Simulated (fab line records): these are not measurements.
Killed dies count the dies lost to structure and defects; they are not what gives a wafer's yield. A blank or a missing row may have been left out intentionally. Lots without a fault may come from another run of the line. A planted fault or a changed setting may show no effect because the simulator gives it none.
fab line records | flow nand_harc
record: lots: 11 wafers: 33 last_day: 24
route steps=1159 shown A_STAIRCASE@548 END@1159
lots that met no fault: taken from a fault-free run of the same line
start_h: the number of hours between the record's first day and the start of the first shown wafer of the lot | wait_h: hours since the lot's step before | " as in the row above | L1.1+2: one row covering several wafers at once | - value missing, or start not given | * or withheld: withheld | < > ~ a bound
route shown NAME@n: a module of which the file shows steps, and the number in the route of the first | usual: mean/standard deviation taken from wafers without a fault | same: alike in all rows | chamber/n: place in a boat | sites: each site's reading | _std_site: standard deviation across them | _edge_site: the outer-site mean with the inner-site mean subtracted | radius_mm: how far each site lies from the wafer's centre | mask NAME#n: copy n | behind: the tool/chamber that last shaped the wafer | hold: cause of the lot's hold/its duration in hours/its outcome | device: which transistor (n, p or np) failed to switch | end of line: the same wafers' tests at the end of the route | a step with no rows: only its recipe | killed: not the wafer's yield, but the dies lost to structure and defects at the first sort | map: a wafer's dies, marking killed ones x, the rest . and places with no die _
set.NAME: the setting that was run; set.NAME@STEP: the one run at that earlier step | model.NAME: the simulator's own value behind a step, which no gauge read
one table for each step of the route and one row for each wafer, over a sample of lots
services: the hour from which a tool's chamber was out of use, counted from the record's first day as start_h (under 0 if before that day), plus the number of hours and why
== steps ==
step: NHARC_A_STAIRCASE_TRIM_12
recipe: time_s: 211.2 o2_flow_sccm: 500 ar_flow_sccm: 0 bias_w: 0 chemistry: O2
usual: drypump_motor_current_A: 5.8/0.57 mfc_ar_sccm: 0.002/0.0031 o2_flow_sccm: 500.2/1.5 oes_product_au: 0.996/0.011 rf_vpp_V: 57.9/0.95 showerhead_plenum_p_Torr: 3.58/0.16 throttle_valve_pct: 17.038/0.0092
columns lot.wafer tool chamber start_h wait_h drypump_motor_current_A mfc_ar_sccm o2_flow_sccm oes_product_au rf_hours_counter_h rf_vpp_V showerhead_plenum_p_Torr throttle_valve_pct
L159.1 rie_diel-07 3 251.34 0.1 5.1 0 497.5 0.995 2 57.7 3.57 17.042
L159.5 " 3 " " 5.1 0 498.1 0.993 - 58.5 3.57 17.039
L159.6 " 0 " " 5.1 0 498.8 0.995 - 59.2 3.81 17.034
L158.1 rie_diel-05 1 255.25 0.1 5.3 0 495.6 0.986 28 57.5 3.79 17.019
L158.4 " 2 " " 6.3 0 496.4 1.002 28 57.8 3.62 17.037
L158.6 " 0 " " 6.3 0.005 500.8 0.997 - 57.5 3.48 17.022
L156.1 rie_diel-05 0 255.59 0.1 6.3 0.005 499.6 0.984 27 57.9 3.48 17.026
L156.3 " 3 " " 6.3 0 499.7 0.984 24 57.0 3.46 17.044
L156.6 " 1 " " 5.2 0 501.4 0.984 - 58.4 3.79 17.043
L163.4 rie_diel-13 0 285.49 0.1 6.3 0.003 500.2 0.981 0 59.0 3.81 17.025
L163.1 " 2 " " 5.9 0.009 500.7 0.990 0 57.6 3.77 17.040
L163.6 " 1 " " 6.0 0.008 501.7 1.011 - 58.5 3.33 17.010
L165.4 rie_diel-05 0 286.07 0.1 6.3 0.005 499.2 0.991 40 56.2 3.48 17.039
L165.2 " 1 " " 5.3 0 502.3 0.984 44 57.9 3.78 17.044
L165.6 " 3 " " 6.3 0 500.5 1.003 - 59.4 3.45 17.056
L161.1 rie_diel-05 2 289.40 0.1 6.3 0 500.2 1.005 47 56.1 3.60 17.054
L161.3 " 3 " " 6.3 0 502.7 0.979 40 57.4 3.45 17.026
L161.5 " 2 " " 6.3 0 499.0 0.999 - 57.8 3.60 17.028
L169.2 rie_diel-07 0 318.86 0.1 5.1 0 501.6 0.988 26 58.8 3.79 17.055
L169.3 " 1 " " 4.9 0 498.5 0.980 28 58.2 3.59 17.039
L169.6 " 2 " " 6.6 0 498.1 1.016 - 56.7 3.48 17.043
L174.4 rie_diel-13 1 342.66 0.1 5.9 0.008 500.5 1.015 21 58.0 3.32 17.035
L174.2 " 2 " " 5.9 0.009 500.4 1.001 21 58.7 3.76 17.032
L174.3 " 3 " " 5.2 0 501.5 0.998 21 56.7 3.47 17.040
L176.3 rie_diel-05 0 353.56 0.1 6.3 0.005 500.1 1.002 1 59.4 3.46 17.053
L176.1 " 2 " " 6.3 0 501.4 1.017 1 58.2 3.59 17.031
L176.6 " 3 " " 6.3 0 501.3 1.007 - 56.9 3.44 17.036
L177.1 rie_diel-05 3 375.25 0.1 6.3 0 500.3 1.003 8 57.9 3.44 17.038
L177.2 " 2 " " 6.3 0 500.0 1.009 7 57.5 3.59 17.051
L177.6 " 0 " " 6.3 0.005 497.0 0.993 - 57.2 3.46 17.035
L178.4 rie_diel-13 0 376.02 0.2 6.3 0.003 503.3 0.988 35 57.0 3.79 17.058
L178.3 " 1 " " 6.0 0.008 500.0 1.001 34 57.5 3.31 17.028
L178.6 " 2 " " 5.9 0.009 500.4 0.987 - 59.5 3.75 17.051
step: NHARC_A_STAIRCASE_ETCH_15
recipe: target_depth_a: 1000 time_s: 40.5 ion_energy_ev: 400 c4f8_flow_sccm: 20 o2_flow_sccm: 10 ar_flow_sccm: withheld rf_w: 600 bias_w: 1000 chemistry: C4F8/O2
usual: bias_w: 1000/3.1 chamber_pressure_mTorr: 25.004/0.022 oes_product_au: 0.936/0.012 rf_vpp_V: 898/5.6
columns lot.wafer tool chamber start_h wait_h bias_w chamber_pressure_mTorr oes_product_au rf_hours_counter_h rf_vpp_V
L159.1 rie_diel-07 3 251.73 - 996 25.018 0.944 3 897
L159.5 " 1 " " 1003 25.041 0.928 - 899
L159.6 " 2 " " 1002 25.011 0.966 - 894
L158.1 rie_diel-05 1 255.67 - 1003 25.031 0.931 29 906
L158.4 " 0 " " 1001 24.991 0.931 27 894
L158.6 " 2 " " 1002 25.016 0.955 - 899
L156.1 rie_diel-05 2 256.04 - 993 25.037 0.934 29 898
L156.3 " 0 " " 1001 25.016 0.930 28 896
L156.6 " 3 " " 1002 24.948 0.922 - 894
L163.1 rie_diel-13 3 285.91 - 1001 24.957 0.923 0 895
L163.4 " 1 " " 1000 25.018 0.944 0 889
L163.6 " 0 " " 998 24.994 0.929 - 905
L165.2 rie_diel-05 3 286.44 - 997 24.996 0.949 39 893
L165.4 " 0 " " 1008 25.006 0.931 40 895
L165.6 " 3 " " 999 25.020 0.958 - 894
L161.1 rie_diel-05 1 289.78 - 1005 24.967 0.921 45 906
L161.3 " 2 " " 1003 24.977 0.952 47 899
L161.5 " 3 " " 999 25.025 0.938 - 894
L169.2 rie_diel-07 0 320.75 - 1000 24.988 0.929 27 904
L169.3 " 1 " " 997 25.004 0.920 30 897
L169.6 " 3 " " 1000 24.983 0.937 - 895
L174.4 rie_diel-13 0 343.07 - - - - - -
L174.3 " 1 " " - - - - -
L174.2 " 2 " " - - - - -
L176.1 rie_diel-05 0 354.02 - - - - - -
L176.3 " 2 " " - - - - -
L176.6 " 3 " " - - - - -
L177.1 rie_diel-05 0 375.65 - 1000 24.983 0.925 7 892
L177.2 " 1 " " 998 25.016 0.943 6 904
L177.6 " 2 " " 1001 24.934 0.951 - 898
L178.4 rie_diel-13 1 376.38 - 1004 24.983 0.944 34 888
L178.3 " 2 " " 1003 24.999 0.949 34 905
L178.6 " 2 " " 1000 25.024 0.938 - 903
step: NHARC_A_STAIRCASE_TRIM_22
recipe: time_s: 211.2 o2_flow_sccm: 500 ar_flow_sccm: 0 bias_w: 0 chemistry: O2
usual: drypump_motor_current_A: 5.8/0.56 mfc_ar_sccm: 0.003/0.0035 o2_flow_sccm: 499.7/1.6 oes_product_au: 0.996/0.011 rf_vpp_V: 57.9/0.82 showerhead_plenum_p_Torr: 3.57/0.17 throttle_valve_pct: 17.036/0.0096
columns lot.wafer tool chamber start_h wait_h drypump_motor_current_A mfc_ar_sccm o2_flow_sccm oes_product_au rf_hours_counter_h rf_vpp_V showerhead_plenum_p_Torr throttle_valve_pct
L159.1 rie_diel-07 1 - - 4.9 0 496.5 1.001 3 56.9 3.60 17.031
L159.6 " 3 " " 5.1 0 500.3 1.000 - 57.3 3.57 17.013
L159.5 " 0 " " 5.1 0 498.3 0.986 - 59.0 3.81 17.032
L158.4 rie_diel-13 3 - - 5.2 0 498.5 0.986 53 59.1 3.49 17.027
L158.1 " 1 " " 5.9 0.008 501.4 1.011 57 57.1 3.34 17.034
L158.6 " 2 " " 5.9 0.009 498.2 1.007 - 57.5 3.78 17.027
L156.3 rie_diel-07 2 - - 6.6 0 501.9 1.017 4 57.8 3.49 17.043
L156.1 " 3 " " 5.1 0 498.7 0.986 5 57.9 3.57 17.034
L156.6 " 2 " " 6.6 0 500.1 1.015 - 57.6 3.49 17.051
L163.4 rie_diel-13 2 - - 5.9 0.009 500.9 0.986 1 56.9 3.77 17.055
L163.1 " 3 " " 5.2 0 497.9 0.981 1 56.4 3.48 17.037
L163.6 " 2 " " 5.8 0.009 500.1 0.980 - 57.8 3.77 17.021
L165.2 rie_diel-13 3 - - 5.2 0 498.3 0.977 1 58.6 3.48 17.026
L165.4 " 2 " " 5.8 0.009 499.6 0.988 1 58.4 3.77 17.043
L165.6 " 0 " " 6.4 0.003 500.2 0.994 - 58.6 3.81 17.021
L161.3 rie_diel-13 2 - - 5.8 0.009 499.7 0.989 3 57.9 3.77 17.028
L161.1 " 0 " " 6.3 0.003 500.6 0.990 3 59.1 3.81 17.050
L161.5 " 1 " " 6.0 0.008 498.6 0.995 - 57.4 3.33 17.043
L169.2 rie_diel-07 3 - - 5.1 0 499.3 1.009 27 57.3 3.55 17.036
L169.3 " 2 " " 6.6 0 500.7 1.013 30 59.3 3.48 17.039
L169.6 " 3 " " 5.2 0 497.4 1.005 - 57.9 3.55 17.059
L174.3 rie_diel-13 0 - - 6.3 0.003 499.5 0.999 22 58.9 3.80 17.046
L174.4 " 1 " " 6.0 0.008 499.8 1.006 22 57.7 3.32 17.026
L174.2 " 3 " " 5.2 0 501.1 1.002 22 58.7 3.47 17.021
L176.3 rie_diel-13 0 - - 6.3 0.003 499.3 0.988 28 58.1 3.79 17.034
L176.1 " 3 " " 5.2 0 500.6 0.999 27 58.6 3.47 17.049
L176.6 " 1 " " 6.0 0.008 498.7 0.993 - 56.8 3.32 17.033
L177.2 rie_diel-05 2 - - 6.3 0 501.6 1.011 7 58.2 3.59 17.036
L177.1 " 0 " " 6.3 0.005 500.4 0.990 8 57.0 3.46 17.030
L177.6 " 2 " " 6.3 0 500.9 1.013 - 55.9 3.59 17.008
L178.3 rie_diel-05 3 - - 6.3 0 497.6 1.005 9 57.1 3.44 17.022
L178.4 " 1 " " 5.2 0 499.5 0.984 7 58.7 3.77 17.029
L178.6 " 2 " " 6.3 0 500.8 1.021 - 57.9 3.59 17.033
step: NHARC_A_STAIRCASE_ETCH_25
recipe: target_depth_a: 1000 time_s: 40.5 ion_energy_ev: 400 c4f8_flow_sccm: 20 o2_flow_sccm: 10 ar_flow_sccm: withheld rf_w: 600 bias_w: 1000 chemistry: C4F8/O2
usual: bias_w: 1000.6/2.7 chamber_pressure_mTorr: 25.003/0.023 oes_product_au: 0.936/0.01 rf_vpp_V: 898/6.1
columns lot.wafer tool chamber start_h wait_h bias_w chamber_pressure_mTorr oes_product_au rf_hours_counter_h rf_vpp_V
L159.1 rie_diel-07 1 - - 1003.5 24.982 0.929 3 899
L159.6 " 0 " " 998.6 24.957 0.922 - 907
L159.5 " 1 " " 1002.1 25.003 0.933 - 898
L158.1 rie_diel-13 0 - - 1003.7 25.002 0.922 56 884
L158.4 " 1 " " 1000.3 25.022 0.956 57 889
L158.6 " 3 " " 1005.4 25.026 0.918 - 893
L156.3 rie_diel-07 1 - - 1001.2 25.032 0.920 6 899
L156.1 " 2 " " 999.4 25.016 0.941 5 894
L156.6 " 2 " " 1002.9 25.010 0.950 - 895
L163.4 rie_diel-13 0 - - 996.5 24.957 0.925 1 905
L163.1 " 2 " " 998.6 24.995 0.919 1 903
L163.6 " 0 " " 998.2 25.030 0.922 - 907
L165.2 rie_diel-13 3 - - 999.8 25.017 0.927 1 894
L165.4 " 0 " " 994.3 24.988 0.920 1 906
L165.6 " 3 " " 1004.7 25.036 0.920 - 894
L161.3 rie_diel-13 1 - - 1008.7 25.002 0.944 4 887
L161.1 " 3 " " 1003.4 24.994 0.944 3 893
L161.5 " 0 " " 997.1 25.004 0.925 - 907
L169.3 rie_diel-07 2 - - 1000.5 25.000 0.948 31 893
L169.2 " 3 " " 1004.5 25.008 0.940 28 898
L169.6 " 3 " " 1004.1 24.957 0.938 - 898
L174.3 rie_diel-13 1 - - 1002.2 25.011 0.944 23 888
L174.4 " 2 " " 1006.1 25.021 0.916 23 904
L174.2 " 0 " " 1001.2 24.998 0.927 23 907
L176.3 rie_diel-13 0 - - 998.2 25.017 0.939 28 907
L176.1 " 2 " " 999.1 24.977 0.949 27 903
L176.6 " 1 " " 1000.0 24.997 0.942 - 887
L177.1 rie_diel-05 0 - - 1002.0 25.015 0.942 8 894
L177.2 " 2 " " 995.2 25.047 0.954 7 899
L177.6 " 1 " " 997.7 25.004 0.938 - 903
L178.3 rie_diel-05 1 - - 1004.5 25.001 0.941 7 904
L178.4 " 2 " " 1006.5 24.983 0.953 8 898
L178.6 " 0 " " 1005.5 25.027 0.940 - 893
step: NHARC_END_SORT_01
recipe: temp_c: 25
usual: killed_at_array: 28/10 killed_at_other: 0.6/1.1 killed_at_periphery: 3.6/2.6 killed_dies: 32/10 killed_open: 3.3/1.8 killed_short: 1.9/1.4
same: gross_dies: 677
columns lot.wafer tool chamber start_h wait_h killed_at_array killed_at_other killed_at_periphery killed_dies killed_open killed_short
L165.2 prober-01 0 493.32 2.8 12 0 3 15 3 1
L165.4 prober-01 0 494.91 3.4 27 3 0 30 6 2
L165.6 prober-01 0 496.50 4.0 16 3 4 23 3 4
L174.2 prober-01 0 555.85 2.8 674 2 1 677 6 5
L174.3 prober-01 0 556.65 3.1 677 0 0 677 3 1
L174.4 prober-01 0 557.46 3.4 676 0 1 677 5 0
L176.1 prober-02 0 563.44 2.5 676 0 1 677 3 1
L176.3 prober-02 0 565.07 3.1 675 0 2 677 3 3
L176.6 prober-02 0 567.51 4.1 674 1 2 677 2 2
killed by level:class
L165.2 A_CONTACT:chamber_film_flake=4 A_ZERO_WELL:chamber_film_flake=3 A_CHANNEL_HOLE_D1:chamber_film_flake=2 P_GATE:geometric_particle:open=1 A_STAIRCASE:geometric_particle:open=1 A_WL_FILL:geometric_particle:short=1 A_CONTACT:geometric_particle:open=1 P_ZERO_WELL:chamber_film_flake=1
L165.4 A_CHANNEL_HOLE_D1:chamber_film_flake=5 A_CONTACT:chamber_film_flake=5 A_CONTACT:geometric_particle:open=3 A_ZERO_WELL:chamber_film_flake=3 A_STAIRCASE:chamber_film_flake=3 THIN_TSV:chamber_film_flake=3 A_ONON_D1:geometric_particle:short=1 A_CHANNEL_HOLE_D1:geometric_particle:open=1
L165.6 A_CONTACT:chamber_film_flake=5 A_CONTACT:geometric_particle:open=3 A_CHANNEL_HOLE_D1:chamber_film_flake=3 THIN_TSV:chamber_film_flake=3 P_GATE:chamber_film_flake=2 A_STAIRCASE:chamber_film_flake=2 P_STI:geometric_particle:short=1 A_CHANNEL_HOLE_D1:geometric_particle:short=1
L174.2 A_STAIRCASE:area_etch=619 A_CHANNEL_HOLE_D1:chamber_film_flake=22 A_SLIT:chamber_film_flake=17 A_STAIRCASE:chamber_film_flake=4 A_CONTACT:geometric_particle:open=3 A_CONTACT:geometric_particle:short=2 A_SGD_CUT:geometric_particle:short=1 A_WL_FILL:geometric_particle:open=1
L174.3 A_STAIRCASE:area_etch=637 A_CHANNEL_HOLE_D1:chamber_film_flake=18 A_SLIT:chamber_film_flake=8 A_STAIRCASE:chamber_film_flake=4 A_CONTACT:chamber_film_flake=4 A_ZERO_WELL:chamber_film_flake=2 A_CONTACT:geometric_particle:open=1 A_M0:geometric_particle:open=1
L174.4 A_STAIRCASE:area_etch=632 A_CHANNEL_HOLE_D1:chamber_film_flake=22 A_SLIT:chamber_film_flake=12 A_STAIRCASE:chamber_film_flake=3 A_CONTACT:geometric_particle:open=2 A_CONTACT:chamber_film_flake=2 P_CONTACT:geometric_particle:open=1 A_CHANNEL_FILL_D1:geometric_particle:open=1
L176.1 A_STAIRCASE:area_etch=638 A_CHANNEL_HOLE_D1:chamber_film_flake=22 A_CONTACT:chamber_film_flake=8 A_ONON_D1:geometric_particle:open=2 A_STAIRCASE:chamber_film_flake=2 A_WL_FILL:geometric_particle:short=1 A_CONTACT:geometric_particle:open=1 P_GATE:chamber_film_flake=1
L176.3 A_STAIRCASE:area_etch=641 A_CHANNEL_HOLE_D1:chamber_film_flake=19 A_ZERO_WELL:chamber_film_flake=3 A_CHANNEL_FILL_D1:chamber_film_flake=2 A_SLIT:chamber_film_flake=2 A_CONTACT:chamber_film_flake=2 P_M1:geometric_particle:open=1 A_SOURCE_PLATE:geometric_particle:open=1
L176.6 A_STAIRCASE:area_etch=639 A_CHANNEL_HOLE_D1:chamber_film_flake=26 A_CONTACT:chamber_film_flake=3 P_M0:geometric_particle:open=2 A_WL_FILL:chamber_film_flake=2 A_CHANNEL_FILL_D1:geometric_particle:short=1 A_WL_FILL:geometric_particle:short=1 A_CHANNEL_FILL_D1:chamber_film_flake=1
== services ==
columns tool chamber start_h hours kind
rie_diel-07 - 229.31 9.0 pm
rie_diel-13 0 231.44 - clean
rie_diel-13 1 231.44 - clean
rie_diel-13 2 231.44 - clean
rie_diel-13 3 231.44 - clean
rie_diel-13 3 232.11 3.8 repair
rie_diel-13 0 256.09 - clean
rie_diel-13 1 256.09 - clean
rie_diel-13 2 256.09 - clean
rie_diel-13 3 256.09 - clean
rie_diel-13 0 268.60 - consumable_replace:showerhead
rie_diel-13 0 268.60 9.0 scheduled_down
rie_diel-13 0 268.60 9.0 vent_cycle
rie_diel-13 - 276.08 9.0 pm
rie_diel-13 1 276.08 9.0 vent_cycle
rie_diel-13 2 276.08 9.0 vent_cycle
rie_diel-13 3 276.08 9.0 vent_cycle
rie_diel-13 0 285.08 - clean
rie_diel-13 1 285.08 - clean
rie_diel-13 1 285.08 - consumable_replace:focus_ring
rie_diel-13 2 285.08 - clean
rie_diel-05 - 321.33 2.1 repair
rie_diel-05 0 337.34 6.3 repair
rie_diel-05 - 340.62 9.0 pm
== key ==
first_sign: step: NHARC_A_STAIRCASE_ETCH_15 reading: tool_record direction: missing
effect: step: NHARC_END_SORT_01 reading: killed_at_array direction: up sigmas: 64 usual: 28 struck: 675
more_kills_born_at: NHARC_A_STAIRCASE_ETCH_15@rie_diel-05: 1918 NHARC_A_STAIRCASE_ETCH_15@rie_diel-13: 1888
met_at NHARC_A_STAIRCASE_ETCH_15
struck_lots L174,L176
later_rows_left_out L174.2,L174.3,L174.4,L176.1,L176.3,L176.6
tester_left_out L174,L176
not_acting_at NHARC_A_STAIRCASE_TRIM_12,NHARC_A_STAIRCASE_TRIM_22,NHARC_A_STAIRCASE_ETCH_25
onset_between 289.78 343.07
fault: kind: skipped_step_whole tool: rie_diel-05,rie_diel-13 chamber: - onset_h: 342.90 steps: NHARC_A_STAIRCASE_ETCH_15 scope: struck_lots_only
tester_left_out: of these lots the tester's yield and bins aren't shown, on N5 and GAA mostly nor the transistor test; their killed dies are dies lost to structure and defects alone, not to doping, threshold or leakage, so they don't give the yield
later_rows_left_out: the simulator's readings of these wafers behind a module that went badly wrong aren't trusted and aren't shown, but for the sort
